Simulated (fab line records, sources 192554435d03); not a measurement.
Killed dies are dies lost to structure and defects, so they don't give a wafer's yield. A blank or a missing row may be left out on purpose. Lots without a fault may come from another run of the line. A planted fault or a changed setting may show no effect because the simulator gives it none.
Which tool did it? | flow n5_finfet | 10 lots, 28 wafers sampled, at 4 steps of a route of 1938

WHAT THE GAUGES READ, wafer by wafer
N5_BEOL_M4_RC_MEAS_101.
lot  | measured     | on        | DIBL_N (mV/V)  | DIBL_P (mV/V)  | IOFF_N (nA/um) | IOFF_P (nA/um) | IOFF_P_85C (nA/um) | IOFF_P_LIN (nA/um) | ION_N (uA/um) | ION_P (uA/um) | REXT_P (ohm.um)   | SS_N (mV/dec)  | SS_P (mV/dec)  | VT_N (mV)   | VT_P (mV)      | VT_P_LVT (mV)
L837 | day 7 18:26  | prober-02 | 37.9 38.2 37.5 | 38.3 39.7 38.2 | 0.19 0.21 0.19 | 0.27 0.31 0.27 | 4.4 4.9 4.4        | 0.119 0.130 0.118  | 683 705 688   | 472 484 470   | 101.8 99.4 100.8  | 71.8 71.7 71.7 | 74.1 74.4 74.0 | 247 245 245 | -245 -244 -246 | -94.9 -92.8 -95.1
L838 | day 8 05:31  | prober-02 | 33.9 36.2 35.7 | 34.2 36.9 35.3 | 0.12 0.16 0.14 | 0.18 0.23 0.21 | 3.2 3.9 3.7        | 0.089 0.107 0.102  | 658 668 656   | 458 462 454   | 103.9 103.5 103.2 | 71.0 71.5 70.8 | 72.4 73.3 72.4 | 252 250 252 | -251 -248 -249 | -99.4 -96.7 -97.0
L839 | day 8 06:11  | prober-01 | 33.5 37.7 34.6 | 31.3 36.1 32.5 | 0.11 0.17 0.13 | 0.14 0.20 0.15 | 2.6 3.5 2.8        | 0.072 0.095 0.079  | 649 662 664   | 443 455 452   | 103.1 100.6 102.6 | 70.3 72.0 71.9 | 72.5 73.5 72.4 | 254 253 253 | -258 -252 -256 | -106.3 -101.3 -104.5
L840 | day 8 15:01  | prober-01 | 34.5 34.5 39.1 | 36.0 36.8 41.7 | 0.14 0.14 0.24 | 0.19 0.20 0.29 | 3.3 3.4 4.7        | 0.092 0.095 0.124  | 691 673 698   | 475 464 470   | 102.7 103.3 103.5 | 70.4 70.9 71.9 | 73.7 74.3 74.9 | 249 251 242 | -252 -250 -247 | -97.6 -97.4 -93.3
L843 | day 9 06:25  | prober-02 | 39.9 38.3 37.1 | 40.2 37.8 35.9 | 0.22 0.18 0.17 | 0.26 0.23 0.21 | 4.4 3.9 3.6        | 0.115 0.107 0.101  | 692 689 701   | 471 473 477   | 98.2 99.7 99.4    | 72.2 71.7 71.5 | 75.1 73.6 74.6 | 247 247 246 | -246 -246 -248 | -96.3 -98.1 -98.3
L845 | day 9 10:14  | prober-01 | 33.6 36.4 35.0 | 31.7 35.0 34.1 | 0.10 0.14 0.12 | 0.16 0.21 0.20 | 2.9 3.6 3.5        | 0.084 0.100 0.099  | 667 675 663   | 464 462 462   | 101.4 101.9 99.7  | 70.8 72.4 70.9 | 71.8 72.9 72.1 | 257 252 255 | -254 -248 -249 | -101.9 -99.2 -98.7
L846 | day 9 16:55  | prober-01 | 37.2 33.7 30.6 | 39.2 35.7 31.6 | 0.19 0.13 0.09 | 0.23 0.18 0.13 | 4.0 3.1 2.4        | 0.102 0.085 0.068  | 662 667 638   | 451 454 441   | 99.2 98.5 99.0    | 72.9 70.8 70.6 | 73.5 72.9 72.3 | 250 252 256 | -249 -255 -255 | -99.8 -101.7 -105.6
L852 | day 13 14:40 | prober-01 | 33.1 33.9      | 32.6 27.8      | 0.11 0.12      | 0.14 0.06      | 2.6 1.3            | 0.074 0.037        | 665 664       | 450 402       | 96.1 132.1        | 69.9 70.9      | 72.3 71.4      | 255 254     | -255 -271      | -102.2 -118.4
L855 | day 13 20:01 | prober-02 | 39.9 40.5      | 38.6 33.9      | 0.21 0.24      | 0.25 0.12      | 4.3 2.4            | 0.111 0.061        | 683 715       | 462 428       | 103.2 139.5       | 72.6 72.2      | 74.0 73.0      | 245 244     | -247 -261      | -97.8 -111.1
L858 | day 13 00:07 | prober-02 | 38.4 35.6 38.0 | 36.3 34.7 37.4 | 0.17 0.12 0.16 | 0.21 0.19 0.22 | 3.7 3.4 3.9        | 0.101 0.096 0.106  | 663 668 676   | 453 464 460   | 100.3 99.1 102.3  | 72.6 71.1 72.0 | 73.2 73.2 74.0 | 250 252 248 | -250 -251 -246 | -100.3 -101.7 -100.3

WHICH TOOL RAN EACH LOT (tool, then ch and the chambers of the sampled wafers, then the start)
lot  | N5_SD_EPI_P_VAPOR_ETCH_44      | N5_BEOL_M4_SPUTTER_94        | N5_BEOL_M4_DEP_57
L837 | epi_rpcvd-01 ch 0, day 3 12:17 | pvd_sputter-03, day 7 17:07  | pecvd-04 ch 1,2, day 7 18:19
L838 | epi_rpcvd-03 ch 0, day 3 17:02 | pvd_sputter-02, day 8 03:58  | pecvd-04 ch 0,1,2, day 8 05:15
L839 | epi_rpcvd-04 ch 0, day 3 19:58 | pvd_sputter-03, day 8 04:34  | pecvd-04 ch 0,1,2, day 8 05:46
L840 | epi_rpcvd-03 ch 0, day 4 02:16 | pvd_sputter-01, day 8 13:28  | pecvd-02 ch 0,1, day 8 14:44
L843 | epi_rpcvd-03 ch 0, day 4 17:59 | pvd_sputter-03, day 9 04:57  | pecvd-02 ch 1,2, day 9 06:09
L845 | epi_rpcvd-03 ch 0, day 5 06:17 | pvd_sputter-02, day 9 08:28  | pecvd-01 ch 0,1,2, day 9 09:58
L846 | epi_rpcvd-03 ch 0, day 5 12:45 | pvd_sputter-02, day 9 15:34  | pecvd-04 ch 0,1, day 9 16:47
L852 | epi_rpcvd-03 ch 0, day 7 03:34 | pvd_sputter-03, day 13 13:02 | pecvd-01 ch 2, day 13 14:15
L855 | epi_rpcvd-03 ch 0, day 7 18:19 | pvd_sputter-03, day 13 14:52 | pecvd-02 ch 0,1, day 13 19:27
L858 | epi_rpcvd-01 ch 0, day 8 15:34 | pvd_sputter-02, day 12 22:20 | pecvd-01 ch 0,2, day 12 23:50
- N5_SD_EPI_P_VAPOR_ETCH_44: etches SiGe30 in NF3/Ar, time 3.3 s.
- N5_BEOL_M4_SPUTTER_94: material Cu, target thk 4.5 nm, time 8.29 s.
- N5_BEOL_M4_DEP_57: deposits SiCN from 3MS/NH3, target thk 8 nm, time 14 s.

WHAT THE TOOLS THEMSELVES READ (means of the sampled wafers that have a number; where no wafer has one, the mark that the record gives instead)
N5_BEOL_M4_SPUTTER_94.
lot  | tool           | chuck_gas_flow_sccm (sccm) | substrate_temp_c (C) | throttle_valve_pct (%)
L837 | pvd_sputter-03 | 1.27                       | -19.94               | 29.8
L838 | pvd_sputter-02 | 1.19                       | -19.98               | 29.7
L839 | pvd_sputter-03 | 1.29                       | -19.96               | 28.7
L840 | pvd_sputter-01 | 1.25                       | -19.89               | 31.0
L843 | pvd_sputter-03 | 1.29                       | -20.06               | 30.3
L845 | pvd_sputter-02 | 1.22                       | -19.94               | 28.9
L846 | pvd_sputter-02 | 1.24                       | -19.98               | 29.2
L852 | pvd_sputter-03 | 1.26                       | -19.94               | 29.5
L855 | pvd_sputter-03 | 1.21                       | -19.99               | 29.4
L858 | pvd_sputter-02 | 1.29                       | -20.05               | 28.5

N5_BEOL_M4_DEP_57.
lot  | tool     | showerhead_plenum_p_Torr (Torr) | throttle_valve_pct (%)
L837 | pecvd-04 | 3.672                           | 8.9
L838 | pecvd-04 | 3.673                           | 9.1
L839 | pecvd-04 | 3.675                           | 9.1
L840 | pecvd-02 | 3.654                           | 9.5
L843 | pecvd-02 | 3.653                           | 9.1
L845 | pecvd-01 | 3.656                           | 9.3
L846 | pecvd-04 | 3.679                           | 9.4
L852 | pecvd-01 | 3.634                           | 8.6
L855 | pecvd-02 | 3.652                           | 9.6
L858 | pecvd-01 | 3.668                           | 9.6

THE ANSWER, worked out from the rows above alone
Rule: what is usual is taken from the lots themselves. Put in order of their means at a reading, lots are off if they are a third of the lots or fewer, leave a main group of 4 or more, and stand apart from it by a gap of 3 or more times the standard deviation of the main group's means; of several such gaps the widest counts. A main group whose means are all the same, to the digits that the tables above print for the reading, isn't used. A lot without any number at a reading at which 4 lots or more have one is off too. The other lots that the step has rows for count as sound. The gauges are gone through in route order, then the tools' own readings, and for those a lot's mean is taken as printed above. The first step at which some lot is off is used, and at that step the reading that is off furthest; a lot without a number counts as furthest.
Off: L852, L855, at N5_BEOL_M4_RC_MEAS_101 (REXT_P). The main group: mean 101.1 ohm.um, standard deviation 1.6.
A tool fits if, at a process step before that reading, it ran every lot that is off, and no sound lot after the first of them. The gauges at N5_BEOL_M4_RC_MEAS_101 are tried like those tools. Can't be told from this: 2 tools fit, epi_rpcvd-03 at N5_SD_EPI_P_VAPOR_ETCH_44, pvd_sputter-03 at N5_BEOL_M4_SPUTTER_94.

WHAT THE SIMULATOR HAD PUT IN
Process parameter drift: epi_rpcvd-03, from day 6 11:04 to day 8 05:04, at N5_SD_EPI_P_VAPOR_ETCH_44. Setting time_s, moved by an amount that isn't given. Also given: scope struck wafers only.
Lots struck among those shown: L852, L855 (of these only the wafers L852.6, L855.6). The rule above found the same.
